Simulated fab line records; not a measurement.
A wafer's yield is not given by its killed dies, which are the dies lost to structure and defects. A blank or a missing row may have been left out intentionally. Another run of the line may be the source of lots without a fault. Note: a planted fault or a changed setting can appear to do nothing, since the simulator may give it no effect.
A lot that was struck, set against a sound lot :: flow nand-harc :: 15 out of 1159 route steps
Sound: these wafers, L411.1, L411.4, L411.5. Wafers L405.2, L405.3, L405.5 were the ones struck. The cause is given at the end.
Each step with rows lists, per side, the tool, then ch with its chambers, then its first start. Under that, the readings that differ: sound wafers :: struck wafers :: difference of the means :: sigmas: that difference in standard deviations of wafers without a fault.
alike: a reading whose means differ by less than 2 such deviations, as well as words and numbers matching on both sides. not compared: withheld readings; readings where some wafer has no value; bounds like >300 that might hide an equal value; numbers whose values overlap and for which the record gives no deviation.
A row with sigmas, a row that says differs or no value, or rows on one side alone: a step with any of these is where the two part. Non-overlapping numbers with no deviation appear without sigmas and do not part them. A reading missing from all wafers of one side parts the sides only when that side holds two or more wafers.

first, 1 step without rows for these wafers: NHARC_P_GATE_HARDBAKE_92 (time 80 s).
NHARC_P_GATE_DESCUM_93: chemistry O2, time 3 s.
  sound on rie-diel-09 ch 0,3, day 8 16:55; struck on rie-diel-08 ch 0,3, day 7 03:33
  alike: drypump-motor-current-A, mfc-ar-sccm, oes-product-au, rf-vpp-V, showerhead-plenum-p-Torr, throttle-valve-pct
  not compared: rf-hours-counter-h
then, 1 step without rows for these wafers: NHARC_P_GATE_IMPLANT_94.
NHARC_P_GATE_STRIP_113: strips in N2/H2, time 740 s.
  sound on plasma-asher-01 ch 0,1, day 8 18:23; struck on plasma-asher-02 ch 0,1, day 7 03:56
  alike: drypump-motor-current-A, heater-power-w, rf-refl-power-W
  not compared: rf-hours-counter-h
NHARC_P_GATE_STRIP_95: strips in O2.
  sound on plasma-asher-01 ch 0,1, day 8 18:59; struck on plasma-asher-02 ch 0,1, day 7 04:38
  alike: drypump-motor-current-A, heater-power-w, rf-refl-power-W
  not compared: rf-hours-counter-h
then, 1 step without rows for these wafers: NHARC_P_GATE_STRIP_96 (strips in SPM, time 900 s).
NHARC_P_GATE_RTA_64: time 1 s.
  sound on rtp-anneal-01 ch 0, day 8 19:44; struck on rtp-anneal-02 ch 0, day 7 05:14
  alike: anneal-temp-c-max, lamp-power-pct, wafer_temp_C_max
then, 1 step without rows for these wafers: NHARC_P_GATE_ETCH_77 (etches SiO2 in dHF, target depth 6 nm).
NHARC_P_GATE_DEGAS_109: time 60 s.
  sound: pvd-sputter-03 at day 8 20:02; struck: pvd-sputter-01 at day 7 05:31
  alike: heater-power-w
then, 3 steps without rows for these wafers: NHARC_P_GATE_PRE_CLEAN_110 (time 30 s); NHARC_P_GATE_SPUTTER_78 (material Ni, target thk 10 nm); NHARC_P_GATE_SPUTTER_79 (material TiN, target thk 10 nm).
NHARC_P_GATE_RTA_80: time 30 s.
  sound on rtp-anneal-02 ch 0, day 8 20:20; struck on rtp-anneal-01, day 7 05:50
  no value came back on the struck wafers for anneal-temp-c-max, lamp_zone_7_pct (%), wafer_temp_C_max; on the sound wafers anneal-temp-c-max reads 301.35 301.32 301.53
then, 1 step without rows for these wafers: NHARC_P_GATE_STRIP_67 (strips in SPM, time 600 s).
-- record jumps: 14 days between struck wafers' starts before vs after; left off in module P_GATE, resumes in module END, first step shown is number 1159 of the route --
NHARC_END_SORT_01:
  sound on prober-01 ch 0, day 22 15:56; struck on prober-02 ch 0, day 21 01:43
reading: killed-at-periphery
sound: 3 1 1
struck: 639 646 646
difference: +642
sigmas: +99 or more

reading: killed-dies
sound: 40 29 26
struck: 677 677 677
difference: +645
sigmas: +65
  alike: killed-at-array, killed-at-other, killed-open, killed-short

== WHERE THEY PART ==
Last at NHARC_END_SORT_01 as far as this record goes, first at NHARC_P_GATE_RTA_80.

WHY: the cause the simulator had injected
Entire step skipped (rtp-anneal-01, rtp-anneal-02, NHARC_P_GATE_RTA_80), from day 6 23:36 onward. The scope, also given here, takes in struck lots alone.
